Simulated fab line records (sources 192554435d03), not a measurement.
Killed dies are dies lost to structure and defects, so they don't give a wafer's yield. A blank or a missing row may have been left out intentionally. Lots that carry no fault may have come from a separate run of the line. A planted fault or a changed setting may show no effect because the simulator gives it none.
Matching of chambers    flow n5Finfet    aldSin-03 running N5_BEOL_M0_SAQP_SPACER2_ALD_26: 4 sister chambers
The step deposits SiO2, target thk 15 nm, pulse time 1 s, purge time 2 s. 4 wafers are shown with their chamber, then 9 later ones without.

## EACH WAFER AND ITS CHAMBER
wafer   chamber  heaterPowerW (W)
L083.6  3        423
L085.2  2        473
L085.4  1        453
L085.6  0        510

## WAFERS WHOSE CHAMBER IS MISSING
wafer   heaterPowerW (W)
L086.3  503
L086.4  466
L086.6  462
L089.1  459
L089.3  502
L089.6  428
L095.1  457
L095.2  419
L095.3  450

## CHAMBER TAKEN BY EACH
wafer   from the rows above      in truth
L086.3  0                        0
L086.4  can't be placed: 2 or 1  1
L086.6  can't be placed: 1 or 2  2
L089.1  can't be placed: 1 or 2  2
L089.3  0                        0
L089.6  3                        3
L095.1  can't be placed: 1 or 2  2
L095.2  3                        3
L095.3  1                        1
Correctly placed: 5 of 9. Cannot be placed on the basis of these rows: 4; the candidates contain the true chamber in 4. Wrongly placed: 0.
How it was worked out, from the rows above alone: a wafer's distance from a chamber is the root of the sum, over the readings, of the square of ((its reading less the chamber's mean) divided by the reading's scatter). If the next closest chamber is less than 2 further off than the closest, the wafer can't be placed; otherwise it belongs to the closest. A chamber's mean is the mean of its shown wafers. The scatter: root of mean squared gap, hidden wafer to nearest shown wafer, with one shown wafer a chamber.
